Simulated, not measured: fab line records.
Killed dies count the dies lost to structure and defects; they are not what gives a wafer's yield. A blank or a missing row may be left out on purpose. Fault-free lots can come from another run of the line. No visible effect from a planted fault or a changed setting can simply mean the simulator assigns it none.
fab line records | flow n5_finfet
record: lots: 7 wafers: 21
route steps=1938 shown GATE_CUT@484 MOL_CONTACT_COAG@537 BEOL_M0@715 BEOL_M1@753
start_h: the number of hours between the record's first day and the start of the first shown wafer of the lot | wait_h: how many hours have passed since the lot's step before this one | " as in the row above | L1.1+2: several wafers, shown together as one row | - either no value or no given start | * or withheld: withheld | < > ~ a bound
route shown NAME@n: a module of which the file shows steps, and the number in the route of the first | usual: mean/standard deviation of fault-free wafers | same: alike in all rows | chamber/n: place in a boat | sites: the reading at each site | _std_site: their standard deviation | _edge_site: mean of outer sites minus mean of inner sites | radius_mm: how far each site lies from the wafer's centre | mask NAME#n: copy n | behind: the last tool/chamber to shape the wafer | hold: reason for holding the lot/hours on hold/outcome of the hold | device: which transistor (n, p or np) failed to switch | end of line: the route-end tests of the same wafers | step lacking rows: just its recipe | killed: not the wafer's yield, but the dies lost to structure and defects at the first sort | map: per-die view of a wafer (x killed, . not killed, _ where there is no die)
set.NAME: the setting as run; set.NAME@STEP: as run at that earlier step | model.NAME: the simulator's own value behind a step, which no gauge read
lots run with intentionally changed settings; tables by step, rows by wafer
== steps ==
step: N5_GATE_CUT_EXPOSE_10
recipe: mask_id: GATE_CUT na: 0.33 source_shape: annular sigma_inner: 0.35 sigma_outer: 0.8 polarization: unpolarized target_cd_nm: 20 dose_mj: 43.25
columns lot.wafer tool chamber start_h wait_h mask set.dose_mj
L075.1+2+4 euv_scanner-02 0 92.89 - GATE_CUT#0 43.25
L079.3+5 euv_scanner-01 0 115.90 - GATE_CUT#0 43.25
L079.4 " 0 " " GATE_CUT#0 40.19
L086.2 euv_scanner-02 0 159.26 - GATE_CUT#0 45.39
L086.4+6 " 0 " " GATE_CUT#0 43.25
L087.3 euv_scanner-01 0 166.36 - GATE_CUT#0 44.94
L087.5+6 " 0 " " GATE_CUT#0 43.25
L091.2+4 euv_scanner-02 0 186.50 - GATE_CUT#0 44.32
L091.3 " 0 " " GATE_CUT#0 43.25
L095.1+4+5 euv_scanner-02 0 215.81 - GATE_CUT#0 43.25
L096.3+4+5 euv_scanner-02 0 217.51 - GATE_CUT#0 43.25
step: N5_GATE_CUT_PEB_11
recipe: peb_temp_c: 100 peb_time_s: 60 resist: CAR-EUV
step: N5_GATE_CUT_DEVELOP_12
recipe: develop_time_s: 30 developer: TMAH resist: CAR-EUV rinse_liquid: surfactant_rinse dry: air_spin dev_temp_c: 23
step: N5_GATE_CUT_CD_MEAS_13
recipe: target_cd_nm: 20 landing_energy_ev: 500 detector: se_inlens
usual: cd_nm: 20.03/0.26
columns lot.wafer tool chamber start_h wait_h set.dose_mj@GATE_CUT_EXPOSE_10 cd_nm
L075.1 cd_sem-02 0 93.02 - 43.25 19.63
L075.2 " 0 " " 43.25 19.72
L075.4 " 0 " " 43.25 20.18
L079.3 cd_sem-01 0 116.03 - 43.25 19.97
L079.4 " 0 " " 40.19 18.20
L079.5 " 0 " " 43.25 20.01
L086.2 cd_sem-01 0 159.39 - 45.39 21.18
L086.4 " 0 " " 43.25 20.25
L086.6 " 0 " " 43.25 19.93
L087.3 cd_sem-02 0 166.48 - 44.94 20.67
L087.5 " 0 " " 43.25 19.96
L087.6 " 0 " " 43.25 20.23
L091.2 cd_sem-01 0 186.63 - 44.32 21.02
L091.3 " 0 " " 43.25 20.13
L091.4 " 0 " " 44.32 20.42
L095.1 cd_sem-02 0 215.94 - 43.25 19.73
L095.4 " 0 " " 43.25 20.33
L095.5 " 0 " " 43.25 20.26
L096.3 cd_sem-01 0 217.63 - 43.25 19.91
L096.4 " 0 " " 43.25 20.24
L096.5 " 0 " " 43.25 19.90
step: N5_GATE_CUT_DESCUM_18
recipe: chemistry: O2 time_s: 7 source_power_w: 50 bias_power_w: 20 pressure_mtorr: 20 rf_frequency_hz: 2.712e+07 temp_c: 40 resist: CAR-EUV o2_flow_sccm: 225
columns lot.wafer tool chamber start_h wait_h set.dose_mj@GATE_CUT_EXPOSE_10 model.GATE_CUT.cd_nm
L075.1+2+4 rie_diel-01 0,1,2 93.15 0.0 43.25 20
L079.3+5 rie_diel-03 1 116.15 0.0 43.25 20
L079.4 " 3 " " 40.19 18.4
L086.2 rie_diel-04 3 159.51 0.0 45.39 21
L086.4+6 " 0,2 " " 43.25 20
L087.3 rie_diel-03 1 166.66 0.1 44.94 20.8
L087.5+6 " 2,1 " " 43.25 20.2
L091.2+4 rie_diel-01 3,0 186.85 0.1 44.32 20.8
L091.3 " 1 " " 43.25 20.2
L095.1 rie_diel-03 0 216.07 0.0 43.25 20
L095.4+5 " 2,1 " " 43.25 20.2
L096.3+4+5 rie_diel-03 0,1,2 218.13 0.4 43.25 20
step: N5_GATE_CUT_ETCH_36
recipe: chemistry: CF4 target: SiARC target_depth_a: 130 mask_material: CAR-EUV time_s: 21.7 ion_energy_ev: 80 pressure_mtorr: 40 source_w: 545 bias_w: 36 Ar_flow_sccm: 100 cf4_flow_sccm: 100 ends: cleared
usual: etch_rf_on_time_s: 21.63/0.3
columns lot.wafer tool chamber start_h wait_h set.cf4_flow_sccm set.dose_mj@GATE_CUT_EXPOSE_10 etch_rf_on_time_s model.GATE_CUT.cd_nm
L075.1 rie_diel-01 0 93.20 0.0 100 43.25 21.89 20
L075.2 " 1 " " 100 43.25 22.01 20
L075.4 " 2 " " 100 43.25 21.82 20
L079.3 rie_diel-03 1 116.20 0.0 100 43.25 21.77 20
L079.4 " 3 " " 100 40.19 22.30 18.4
L079.5 " 1 " " 80.64 43.25 22.64 20
L086.2 rie_diel-04 3 159.56 0.0 100 45.39 22.00 21
L086.4 " 0 " " 100 43.25 22.10 20.2
L086.6 " 2 " " 100 43.25 22.20 20
L087.3 rie_diel-03 1 166.72 0.0 100 44.94 21.77 20.8
L087.5 " 2 " " 92.64 43.25 21.82 20.2
L087.6 " 1 " " 92.64 43.25 21.93 20.2
L091.2 rie_diel-01 3 186.91 0.0 100 44.32 21.67 20.8
L091.3 " 1 " " 116.4 43.25 20.77 20.2
L091.4 " 0 " " 116.4 44.32 20.92 20.8
L095.1 rie_diel-03 0 216.12 0.0 116.1 43.25 20.73 20
L095.4 " 2 " " 100 43.25 21.47 20.2
L095.5 " 1 " " 100 43.25 21.41 20.2
L096.3 rie_diel-03 0 218.18 0.0 100 43.25 21.57 20
L096.4 " 1 " " 80.62 43.25 22.44 19.8
L096.5 " 2 " " 80.62 43.25 21.90 19.8
step: N5_GATE_CUT_ETCH_37
recipe: chemistry: N2/H2 target: SOC target_depth_a: 600 overetch_a: 120 mask_material: SiARC temp_c: 40 time_s: 90 ion_energy_ev: 200 pressure_mtorr: 30 source_w: 840 bias_w: 150 n2_flow_sccm: 200 h2_flow_sccm: 200
columns lot.wafer tool chamber start_h wait_h set.dose_mj@GATE_CUT_EXPOSE_10 model.GATE_CUT.cd_nm
L075.1+2+4 rie_diel-01 0,1,2 93.23 0.0 43.25 20.2
L079.3 rie_diel-03 1 116.23 0.0 43.25 20
L079.4 " 3 " " 40.19 18.4
L079.5 " 1 " " 43.25 20.2
L086.2 rie_diel-04 3 159.59 0.0 45.39 21
L086.4 " 0 " " 43.25 20.2
L086.6 " 2 " " 43.25 20
L087.3 rie_diel-03 1 166.74 0.0 44.94 20.8
L087.5+6 " 2,1 " " 43.25 20
L091.2+4 rie_diel-01 3,0 186.93 0.0 44.32 20.8
L091.3 " 1 " " 43.25 20.2
L095.1+4+5 rie_diel-03 0,2,1 216.15 0.0 43.25 20.2
L096.3+4 rie_diel-03 0,1 218.21 0.0 43.25 20
L096.5 " 2 " " 43.25 19.8
step: N5_GATE_CUT_STRIP_38
recipe: chemistry: N2/H2 temp_c: 40 n2_flow_sccm: 200 h2_flow_sccm: 200 rf_frequency_hz: 6e+07
step: N5_GATE_CUT_STRIP_39
recipe: chemistry: N2/H2 temp_c: 40 n2_flow_sccm: 200 h2_flow_sccm: 200 rf_frequency_hz: 6e+07
step: N5_GATE_CUT_HM_OPEN_40
recipe: chemistry: C4F6/O2 target: SiO2 mask_material: SiARC target_depth_a: 1390 time_s: 85.1 ion_energy_ev: 250 pressure_mtorr: 30 source_w: 345 bias_w: 185 Ar_flow_sccm: 300 C4F6_flow_sccm: 10 O2_flow_sccm: 10 ends: cleared
columns lot.wafer tool chamber start_h wait_h set.dose_mj@GATE_CUT_EXPOSE_10 model.GATE_CUT.cd_nm
L075.1+2+4 rie_diel-01 0,1,2 93.31 0.0 43.25 20.2
L079.3 rie_diel-03 1 116.31 0.0 43.25 20
L079.4 " 3 " " 40.19 18.4
L079.5 " 1 " " 43.25 20.4
L086.2 rie_diel-04 3 159.67 0.0 45.39 21.2
L086.4 " 0 " " 43.25 20.4
L086.6 " 2 " " 43.25 20
L087.3 rie_diel-03 1 166.83 0.0 44.94 20.8
L087.5 " 2 " " 43.25 20.2
L087.6 " 1 " " 43.25 20
L091.2+4 rie_diel-01 3,0 187.02 0.0 44.32 20.8
L091.3 " 1 " " 43.25 20
L095.1+4+5 rie_diel-03 0,2,1 216.23 0.0 43.25 20.2
L096.3 rie_diel-03 0 218.29 0.0 43.25 20
L096.4 " 1 " " 43.25 20.2
L096.5 " 2 " " 43.25 19.8
step: N5_MOL_CONTACT_COAG_ETCH_15
recipe: chemistry: CH3F/O2 target: SiNx target_depth_a: 70 mask_material: SOC stop_on: Si:P over_etch_frac: 0.75 ion_energy_ev: 120 pressure_mtorr: 30 source_w: 395 bias_w: 73 Ar_flow_sccm: 150 CH3F_flow_sccm: 30 O2_flow_sccm: 20
usual: rf_vpp_V: 299/3.3
columns lot.wafer tool chamber start_h wait_h set.source_w rf_vpp_V
L075.1 rie_diel-06 2 98.32 0.0 395 298
L075.2 " 1 " " 395 298
L075.4 " 0 " " 395 291
L079.3 rie_diel-02 3 120.44 0.0 416.2 293
L079.4 " 0 " " 395 299
L079.5 " 2 " " 416.2 296
L086.2 rie_diel-02 0 163.51 0.0 395 301
L086.4 " 0 " " 395 299
L086.6 " 3 " " 395 299
L087.3 rie_diel-06 3 170.75 0.0 427.4 293
L087.5 " 3 " " 427.4 291
L087.6 " 2 " " 395 298
L091.2 rie_diel-05 3 191.41 0.0 395 300
L091.3 " 2 " " 358.3 314
L091.4 " 1 " " 395 303
L095.1 rie_diel-05 3 220.49 0.0 395 298
L095.4 " 1 " " 462.1 282
L095.5 " 2 " " 395 301
L096.3 rie_diel-06 0 222.13 0.0 395 292
L096.4 " 1 " " 395 302
L096.5 " 0 " " 461.9 271
step: N5_MOL_CONTACT_COAG_VIA_ETCH_117
recipe: chemistry: C4F6/O2 target_depth_a: 400 overetch_a: 80 mask_material: SOC target: SiO2 bias_w: 455 pressure_mtorr: 10 time_s: 26 source_w: 325 Ar_flow_sccm: 300 C4F6_flow_sccm: 10 O2_flow_sccm: 10 ion_energy_ev: 575.3 ends: end_point
usual: rf_vpp_V: 1598/17
columns lot.wafer tool chamber start_h wait_h set.bias_w rf_vpp_V
L075.1 rie_diel-05 1 108.68 0.0 455 1627
L075.2 " 3 " " 455 1599
L075.4 " 2 " " 455 1573
L079.3 rie_diel-02 0 133.36 0.0 455 1600
L079.4 " 1 " " 488.3 1683
L079.5 " 1 " " 488.3 1684
L086.2 rie_diel-05 1 179.66 0.0 508.5 1765
L086.4 " 2 " " 455 1599
L086.6 " 0 " " 455 1580
L087.3 rie_diel-05 1 184.22 0.0 528.9 1817
L087.5 " 3 " " 528.9 1784
L087.6 " 2 " " 455 1597
L091.2 rie_diel-06 1 205.48 0.0 530.6 1803
L091.3 " 3 " " 530.6 1806
L091.4 " 3 " " 455 1613
L095.1 rie_diel-05 0 232.64 0.0 414.5 1473
L095.4 " 1 " " 455 1623
L095.5 " 0 " " 414.5 1471
L096.3 rie_diel-05 3 233.58 0.0 373.9 1378
L096.4 " 1 " " 455 1625
L096.5 " 0 " " 373.9 1363
step: N5_BEOL_M0_ETCH_138
recipe: chemistry: CH3F/O2 target_depth_a: 120 target: SiCN time_s: 31.6 ion_energy_ev: 120 pressure_mtorr: 30 source_w: 395 bias_w: 75 Ar_flow_sccm: 150 CH3F_flow_sccm: 30 O2_flow_sccm: 20 ends: cleared
usual: rf_vpp_V: 297.9/1.7
columns lot.wafer tool chamber start_h wait_h set.source_w rf_vpp_V
L075.1 rie_diel-02 1 121.83 0.0 395 299.3
L075.2 " 3 " " 395 296.9
L075.4 " 2 " " 395 299.3
L079.3 rie_diel-05 2 147.42 0.0 355.3 311.4
L079.4 " 0 " " 355.3 307.6
L079.5 " 1 " " 395 298.5
L086.2 rie_diel-06 0 195.07 0.0 395 297.5
L086.4 " 2 " " 395 296.0
L086.6 " 1 " " 415.7 293.1
L087.3 rie_diel-05 3 197.75 0.0 457.6 284.3
L087.5 " 0 " " 395 296.2
L087.6 " 3 " " 457.6 284.5
L091.2 rie_diel-06 3 217.22 0.0 395 300.0
L091.3 " 1 " " 325.8 319.4
L091.4 " 2 " " 325.8 315.8
L095.1 rie_diel-02 2 247.60 0.0 395 298.5
L095.4 " 3 " " 440.4 286.4
L095.5 " 3 " " 440.4 285.5
L096.3 rie_diel-06 3 248.52 0.0 395 300.6
L096.4 " 3 " " 395 299.3
L096.5 " 2 " " 395 295.8
step: N5_BEOL_M0_ETCH_128
recipe: chemistry: CF4/N2 target_depth_a: 120 overetch_a: 51 target: SiCN time_s: 21.4 ion_energy_ev: 150 pressure_mtorr: 40 source_w: 430 bias_w: 70 Ar_flow_sccm: 100 cf4_flow_sccm: 60 n2_flow_sccm: 60
usual: rf_vpp_V: 383.1/2.2
columns lot.wafer tool chamber start_h wait_h set.source_w rf_vpp_V
L075.1 rie_diel-06 1 122.84 0.3 430 380.2
L075.2 " 0 " " 430 381.3
L075.4 " 3 " " 430 386.1
L079.3 rie_diel-05 0 147.86 0.0 430 382.2
L079.4 " 3 " " 430 383.5
L079.5 " 0 " " 396 390.6
L086.2 rie_diel-06 2 197.74 0.0 430 379.8
L086.4 " 0 " " 405.2 388.4
L086.6 " 0 " " 430 381.7
L087.3 rie_diel-05 2 202.90 0.0 430 384.8
L087.5 " 3 " " 484.3 370.3
L087.6 " 2 " " 484.3 369.6
L091.2 rie_diel-06 2 220.44 0.5 482.5 364.7
L091.3 " 1 " " 482.5 371.5
L091.4 " 0 " " 430 381.6
L095.1 rie_diel-02 2 252.18 0.2 373.7 400.7
L095.4 " 0 " " 373.7 399.7
L095.5 " 1 " " 430 384.8
L096.3 rie_diel-02 2 257.50 0.0 430 385.4
L096.4 " 3 " " 430 381.1
L096.5 " 3 " " 456 372.7
step: N5_BEOL_M1_PECVD_72
recipe: material: SiO2 target_thk_a: 160 temp_c: 400 precursor: TEOS/O2 pressure_torr: 5.5 rf_w: 450 teos_flow_sccm: 53.8 gas: O2 flow_sccm: 3000 time_s: 18
columns lot.wafer tool chamber start_h wait_h set.time_s model.SiO2_of_BEOL_M1_PECVD_72.thk_nm
L075.1+2+4 pecvd-01 1,2,0 126.27 0.0 18 15.8
L079.3+5 pecvd-01 2,0 151.90 0.0 18 15.8
L079.4 " 1 " " 18 16
L086.2+4+6 pecvd-04 1,2,0 201.88 0.0 18 16
L087.3+5 pecvd-04 0 206.58 0.1 18 15.8
L087.6 " 1 " " 18 16
L091.2 pecvd-01 2 223.02 0.0 18 15.8
L091.3 " 1 " " 20.03 17.4
L091.4 " 1 " " 20.03 17.8
L095.1+4 pecvd-01 2,0 255.59 0.0 18.72 16.6
L095.5 " 2 " " 18 16.2
L096.3 pecvd-04 2 260.95 0.0 18 15.8
L096.4 " 1 " " 15.34 13.8
L096.5 " 2 " " 15.34 13.6
== key ==
split: step: N5_GATE_CUT_EXPOSE_10 setting: dose_mj stated: 43.25 by: wafer
response: step: N5_GATE_CUT_CD_MEAS_13 reading: cd_nm change: +0.226 per: 1% r: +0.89
response: step: N5_GATE_CUT_DESCUM_18 reading: model.GATE_CUT.cd_nm change: +0.209 per: 1% r: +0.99
response: step: N5_GATE_CUT_ETCH_36 reading: model.GATE_CUT.cd_nm change: +0.204 per: 1% r: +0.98
response: step: N5_GATE_CUT_ETCH_37 reading: model.GATE_CUT.cd_nm change: +0.22 per: 1% r: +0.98
response: step: N5_GATE_CUT_HM_OPEN_40 reading: model.GATE_CUT.cd_nm change: +0.233 per: 1% r: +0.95
split: step: N5_GATE_CUT_ETCH_36 setting: cf4_flow_sccm stated: 100 by: wafer
response: step: N5_GATE_CUT_ETCH_36 reading: etch_rf_on_time_s change: * per: 1% r: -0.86
split: step: N5_MOL_CONTACT_COAG_ETCH_15 setting: source_w stated: 395 by: wafer
response: step: N5_MOL_CONTACT_COAG_ETCH_15 reading: rf_vpp_V change: -1.22 per: 1% r: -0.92
split: step: N5_MOL_CONTACT_COAG_VIA_ETCH_117 setting: bias_w stated: 455 by: wafer
response: step: N5_MOL_CONTACT_COAG_VIA_ETCH_117 reading: rf_vpp_V change: +13.3 per: 1% r: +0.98
split: step: N5_BEOL_M0_ETCH_138 setting: source_w stated: 395 by: wafer
response: step: N5_BEOL_M0_ETCH_138 reading: rf_vpp_V change: -0.94 per: 1% r: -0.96
split: step: N5_BEOL_M0_ETCH_128 setting: source_w stated: 430 by: wafer
response: step: N5_BEOL_M0_ETCH_128 reading: rf_vpp_V change: -1.18 per: 1% r: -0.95
split: step: N5_BEOL_M1_PECVD_72 setting: time_s stated: 18 by: wafer
response: step: N5_BEOL_M1_PECVD_72 reading: model.SiO2_of_BEOL_M1_PECVD_72.thk_nm change: +0.146 per: 1% r: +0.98
